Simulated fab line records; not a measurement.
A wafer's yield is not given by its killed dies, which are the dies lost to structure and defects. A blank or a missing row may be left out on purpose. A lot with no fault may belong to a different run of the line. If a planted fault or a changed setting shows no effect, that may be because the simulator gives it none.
The same fault as seen by 3 desks / flow nand harc / numbers are kept per desk, each desk with only its own; the story behind them comes last

## THE DEFECT DESK
What the inspections along the route counted, lot by lot: means of the sampled wafers that have a number. Marked OUT: a lot whose mean sits more than 4 standard deviations from the usual mean, which makes it out of limits; the brackets give that distance.
Columns: A = raw defect count at NHARC_A_BLC_INSPECT_28, usual 525
lot=L666; first seen here=day 22 06:29; A=557
lot=L667; first seen here=day 23 08:04; A=564
lot=L668; first seen here=day 23 08:37; A=720
lot=L670; first seen here=day 23 23:16; A=336
lot=L669; first seen here=day 24 01:05; A=675
lot=L673; first seen here=day 24 23:23; A=643
lot=L672; first seen here=day 25 17:02; A=443
lot=L676; first seen here=day 26 14:41; A=564
lot=L675; first seen here=day 26 23:08; A=333
lot=L679; first seen here=day 27 19:19; A=445
lot=L684; first seen here=day 30 00:28; A=732
lot=L687; first seen here=day 31 00:44; A=450
lot=L689; first seen here=day 33 00:16; A=443
This desk found nothing out of limits on any of the 13 lots.

## AT THE TOOL OWNER'S DESK: arfi scanner-03
The tool's own readings at NHARC_A_M0_EXPOSE_06 (exposes mask A M0, target cd 80 nm): means of the sampled wafers that have a number, for each lot that ran on this tool. Marked OUT: a lot whose mean sits more than 4 standard deviations from the usual mean, which makes it out of limits; the brackets give that distance.
Columns: A = exposure dose mJ cm2 at NHARC_A_M0_EXPOSE_06, usual 83.4
lot=L668; first seen here=day 23 09:25; A=83.3
lot=L670; first seen here=day 23 23:56; A=83.2
lot=L675; first seen here=day 26 23:53; A=83.2
lot=L684; first seen here=day 30 01:07; A=87.9 (+15) OUT
lot=L689; first seen here=day 33 01:02; A=83.2
Finding of this desk: L684 out of limits; the first was L684 at day 30 01:07, on exposure dose mJ cm2 at NHARC_A_M0_EXPOSE_06. L668, L670, L675, L689 stayed within limits.

## THE METROLOGY DESK
What the gauges read for every lot (on any tool): the sampled wafers with a number, averaged. Marked OUT: a lot whose mean sits more than 4 standard deviations from the usual mean, which makes it out of limits; the brackets give that distance.
Columns: A = cd nm at NHARC_A_M0_CD_MEAS_09, usual 80.2 nm; B = cd nm at NHARC_A_M0_CD_MEAS_16, usual 80.1 nm
lot=L666; first seen here=day 22 07:31; A=80.1; B=80.2
lot=L667; first seen here=day 23 08:50; A=81.5; B=81.3
lot=L668; first seen here=day 23 09:33; A=79.9; B=79.5
lot=L670; first seen here=day 24 00:04; A=80.4; B=79.6
lot=L669; first seen here=day 24 02:00; A=79.9; B=79.7
lot=L673; first seen here=day 25 00:20; A=80.0; B=80.1
lot=L672; first seen here=day 25 17:49; A=80.3; B=80.3
lot=L676; first seen here=day 26 15:28; A=80.6; B=80.3
lot=L675; first seen here=day 27 00:02; A=80.2; B=79.8
lot=L679; first seen here=day 27 20:13; A=79.8; B=79.8
lot=L684; first seen here=day 30 01:16; A=63.6 (-32) OUT; B=63.5 (-28) OUT
lot=L687; first seen here=day 31 01:39; A=80.4; B=80.4
lot=L689; first seen here=day 33 01:10; A=80.1; B=79.9
Finding of this desk: L684 out of limits; the first was L684 at day 30 01:16, on cd nm at NHARC_A_M0_CD_MEAS_09. L666, L667, L668, L670, L669, L673, L672, L676, L675, L679, L687, L689 stayed within limits.

## BROUGHT TOGETHER
The tool owner's desk had the chance to raise an alarm at day 30 01:07 on L684.
Metrology desk: alarm possible at day 30 01:16 on L684.
Nothing the defect desk looked at was out of limits.
The defect desk has L684 on record, within its limits.
Of the lots named, all ran NHARC_A_M0_EXPOSE_06 on arfi scanner-03.

## WHAT THE SIMULATOR HAD INSERTED
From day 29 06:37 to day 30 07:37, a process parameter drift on arfi scanner-03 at NHARC_A_M0_EXPOSE_06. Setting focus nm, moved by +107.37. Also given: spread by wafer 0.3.
Struck lots among those shown: L684.
Time in hours from fault onset to the first out-of-limits reading at each desk: tool owner's desk 18, metrology desk 19.
